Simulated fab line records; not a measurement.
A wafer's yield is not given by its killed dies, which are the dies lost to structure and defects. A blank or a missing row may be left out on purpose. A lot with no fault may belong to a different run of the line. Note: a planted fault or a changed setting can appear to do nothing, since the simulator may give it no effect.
Matching of chambers | flow n5Finfet | N5_HKMG_FIN_ETCH_58 on rieDiel-05 has 4 sister chambers
The step etches SOC in N2/H2, target depth 215.8 nm, time 741 s. 20 wafers are shown with their chamber, then 10 later ones without.

WAFERS PAIRED WITH THEIR CHAMBERS
wafer  | chamber | drypumpMotorCurrentA (A) | showerheadPlenumPTorr (Torr) | throttleValvePct (%)
L076.2 | 1       | 6.5                      | 2.43                         | 18.08
L076.3 | 0       | 6.5                      | 2.50                         | 17.71
L076.5 | 3       | 5.4                      | 2.52                         | 18.22
L077.1 | 2       | 6.2                      | 2.54                         | 17.90
L077.4 | 2       | 6.3                      | 2.55                         | 17.93
L077.5 | 3       | 5.4                      | 2.52                         | 18.22
L080.1 | 2       | 6.2                      | 2.54                         | 17.93
L080.5 | 1       | 6.5                      | 2.43                         | 18.07
L080.6 | 0       | 6.5                      | 2.50                         | 17.72
L081.4 | 1       | 6.5                      | 2.43                         | 18.08
L081.5 | 2       | 6.3                      | 2.54                         | 17.94
L081.6 | 3       | 5.4                      | 2.52                         | 18.26
L082.2 | 3       | 5.4                      | 2.52                         | 18.25
L082.4 | 2       | 6.3                      | 2.54                         | 17.94
L082.5 | 1       | 6.5                      | 2.43                         | 18.10
L084.1 | 3       | 5.4                      | 2.52                         | 18.26
L084.2 | 2       | 6.3                      | 2.54                         | 17.96
L084.4 | 1       | 6.5                      | 2.43                         | 18.10
L090.2 | 1       | 6.5                      | 2.42                         | 18.11
L090.4 | 2       | 6.2                      | 2.53                         | 17.97

SIGNATURES (averages over the wafers above)
reading               | chamber 0 | chamber 1 | chamber 2 | chamber 3 | scatter within a chamber
drypumpMotorCurrentA  | 6.500     | 6.500     | 6.257     | 5.400     | 0.0327
showerheadPlenumPTorr | 2.5000    | 2.4283    | 2.5400    | 2.5200    | 0.00421
throttleValvePct      | 17.7150   | 18.0900   | 17.9386   | 18.2420   | 0.0194
Rule: distance of a wafer from a chamber = root of the sum over the readings of ((wafer's reading minus chamber's mean) / reading's scatter) squared. If the next closest chamber is less than 2 further off than the closest, the wafer can't be placed; otherwise it belongs to the closest. The scatter: the root of (the sum of the squares of (reading less its chamber's mean) over the shown wafers, divided by (wafers less chambers)).

WAFERS WHOSE CHAMBER IS MISSING
wafer  | drypumpMotorCurrentA (A) | showerheadPlenumPTorr (Torr) | throttleValvePct (%)
L090.6 | 6.3                      | 2.53                         | 17.96
L092.2 | 6.5                      | 2.50                         | 17.29
L092.4 | 6.3                      | 2.53                         | 17.96
L092.6 | 6.5                      | 2.42                         | 18.12
L095.3 | 5.5                      | 2.51                         | 18.30
L095.4 | 6.5                      | 2.42                         | 18.13
L095.6 | 6.3                      | 2.53                         | 17.99
L096.2 | 6.3                      | 2.53                         | 18.00
L096.4 | 6.5                      | 2.49                         | 17.31
L096.6 | 5.4                      | 2.50                         | 18.29

CHAMBER TAKEN BY EACH
wafer  | from the rows above | in truth
L090.6 | 2                   | 2
L092.2 | 0                   | 0
L092.4 | 2                   | 2
L092.6 | 1                   | 1
L095.3 | 3                   | 3
L095.4 | 1                   | 1
L095.6 | 2                   | 2
L096.2 | 2                   | 2
L096.4 | 0                   | 0
L096.6 | 3                   | 3
Placed correctly: 10 of 10. From these rows, 0 cannot be placed. Number placed wrongly: 0.
